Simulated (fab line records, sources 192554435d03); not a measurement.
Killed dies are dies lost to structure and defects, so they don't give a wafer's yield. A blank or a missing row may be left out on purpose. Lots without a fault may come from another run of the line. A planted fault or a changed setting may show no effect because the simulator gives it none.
Chamber matching | flow n5_finfet | N5_BEOL_M11_ETCH_61 on rie_diel-06: 4 sister chambers
The step etches SiARC in CF4, target depth 39 nm, time 65 s. 18 wafers are shown with their chamber, then 9 later ones without.

WAFERS WITH THEIR CHAMBER
wafer  | chamber | showerhead_plenum_p_Torr (Torr) | throttle_valve_pct (%) | oes_product_au (a.u.)
L075.3 | 0       | 2.22                            | 15.66                  | 0.62
L075.4 | 1       | 2.09                            | 15.81                  | 0.72
L075.6 | 1       | 2.09                            | 15.82                  | 0.72
L076.1 | 1       | 2.09                            | 15.82                  | 0.71
L076.2 | 3       | 2.25                            | 15.35                  | 0.71
L076.3 | 2       | 2.14                            | 15.63                  | 0.65
L076.4 | 0       | 2.22                            | 15.69                  | 0.62
L076.5 | 0       | 2.22                            | 15.70                  | 0.63
L076.6 | 3       | 2.25                            | 15.34                  | 0.71
L082.1 | 3       | 2.25                            | 15.36                  | 0.71
L082.4 | 0       | 2.22                            | 15.72                  | 0.63
L082.5 | 1       | 2.08                            | 15.85                  | 0.69
L089.2 | 0       | 2.21                            | 15.71                  | 0.62
L089.3 | 1       | 2.08                            | 15.85                  | 0.68
L089.5 | 1       | 2.08                            | 15.86                  | 0.70
L084.2 | 2       | 2.13                            | 15.68                  | 0.64
L084.4 | 1       | 2.08                            | 15.87                  | 0.69
L084.5 | 0       | 2.21                            | 15.72                  | 0.61

SIGNATURES (means of the wafers above)
reading                  | chamber 0 | chamber 1 | chamber 2 | chamber 3 | scatter within a chamber
showerhead_plenum_p_Torr | 2.2167    | 2.0843    | 2.1350    | 2.2500    | 0.00503
throttle_valve_pct       | 15.7000   | 15.8400   | 15.6550   | 15.3500   | 0.0228
oes_product_au           | 0.6217    | 0.7014    | 0.6450    | 0.7100    | 0.0114
Rule: a wafer's distance from a chamber is the root of the sum, over the readings, of the square of ((its reading less the chamber's mean) divided by the reading's scatter). The wafer belongs to the nearest chamber; if the next one is less than 2 further off, it can't be placed. The scatter: the root of (the sum of the squares of (reading less its chamber's mean) over the shown wafers, divided by (wafers less chambers)).

WAFERS WITHOUT THEIR CHAMBER
wafer  | showerhead_plenum_p_Torr (Torr) | throttle_valve_pct (%) | oes_product_au (a.u.)
L091.2 | 2.24                            | 15.41                  | 0.68
L091.5 | 2.21                            | 15.74                  | 0.62
L091.6 | 2.24                            | 15.40                  | 0.68
L093.3 | 2.21                            | 15.75                  | 0.61
L093.4 | 2.08                            | 15.89                  | 0.68
L093.6 | 2.08                            | 15.87                  | 0.68
L096.2 | 2.08                            | 15.90                  | 0.68
L096.3 | 2.21                            | 15.77                  | 0.61
L096.4 | 2.24                            | 15.41                  | 0.67

WHICH CHAMBER EACH WENT THROUGH
wafer  | from the rows above | in truth
L091.2 | 3                   | 3
L091.5 | 0                   | 0
L091.6 | 3                   | 3
L093.3 | 0                   | 0
L093.4 | 1                   | 1
L093.6 | 1                   | 1
L096.2 | 1                   | 1
L096.3 | 0                   | 0
L096.4 | 3                   | 3
Placed correctly: 9 of 9. Can't be placed from these rows: 0. Placed wrongly: 0.
